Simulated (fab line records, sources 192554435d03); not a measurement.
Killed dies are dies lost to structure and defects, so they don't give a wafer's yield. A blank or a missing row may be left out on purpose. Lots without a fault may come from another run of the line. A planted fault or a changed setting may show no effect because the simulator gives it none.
Chamber matching | flow n5_finfet | N5_BEOL_M0_SAQP_MANDREL2_REMOVE_110 on rie_si-01: 4 sister chambers
The step chemistry HBr/Cl2/O2, target a-Si, stops on SiCN, bt time 10 s. 14 wafers are shown with their chamber, then 7 later ones without.

WAFERS WITH THEIR CHAMBER
wafer  | chamber | drypump_motor_current_A (A) | throttle_valve_pct (%) | oes_product_au (a.u.)
L074.3 | 2       | 5.8                         | 36.66                  | 1.026
L074.4 | 3       | 6.7                         | 36.69                  | 1.009
L074.6 | 1       | 5.3                         | 36.35                  | 0.999
L075.1 | 2       | 5.8                         | 36.68                  | 1.022
L075.3 | 0       | 6.2                         | 36.66                  | 1.029
L075.5 | 3       | 6.7                         | 36.70                  | 1.027
L080.1 | 0       | 6.1                         | 36.65                  | 1.025
L080.2 | 1       | 5.4                         | 36.36                  | 0.998
L080.3 | 2       | 5.8                         | 36.71                  | 1.009
L085.2 | 1       | 5.4                         | 36.35                  | 0.994
L085.3 | 3       | 6.7                         | 36.28                  | 0.997
L085.4 | 2       | 5.8                         | 36.68                  | 0.995
L088.1 | 1       | 5.4                         | 36.36                  | 0.998
L088.3 | 0       | 6.1                         | 36.67                  | 1.034

SIGNATURES (means of the wafers above)
reading                 | chamber 0 | chamber 1 | chamber 2 | chamber 3 | scatter within a chamber
drypump_motor_current_A | 6.133     | 5.375     | 5.800     | 6.700     | 0.0376
throttle_valve_pct      | 36.6600   | 36.3550   | 36.6825   | 36.5567   | 0.108
oes_product_au          | 1.02933   | 0.99725   | 1.01300   | 1.01100   | 0.0105
Rule: a wafer's distance from a chamber is the root of the sum, over the readings, of the square of ((its reading less the chamber's mean) divided by the reading's scatter). The wafer belongs to the nearest chamber; if the next one is less than 2 further off, it can't be placed. The scatter: the root of (the sum of the squares of (reading less its chamber's mean) over the shown wafers, divided by (wafers less chambers)).

WAFERS WITHOUT THEIR CHAMBER
wafer  | drypump_motor_current_A (A) | throttle_valve_pct (%) | oes_product_au (a.u.)
L088.6 | 6.7                         | 36.27                  | 1.003
L095.2 | 6.1                         | 36.67                  | 1.027
L095.3 | 5.4                         | 36.37                  | 0.996
L095.5 | 5.8                         | 36.69                  | 0.990
L096.2 | 6.2                         | 36.66                  | 1.025
L096.4 | 6.7                         | 36.28                  | 1.011
L096.6 | 6.7                         | 36.29                  | 0.995

WHICH CHAMBER EACH WENT THROUGH
wafer  | from the rows above | in truth
L088.6 | 3                   | 3
L095.2 | 0                   | 0
L095.3 | 1                   | 1
L095.5 | 2                   | 2
L096.2 | 0                   | 0
L096.4 | 3                   | 3
L096.6 | 3                   | 3
Placed correctly: 7 of 7. Can't be placed from these rows: 0. Placed wrongly: 0.
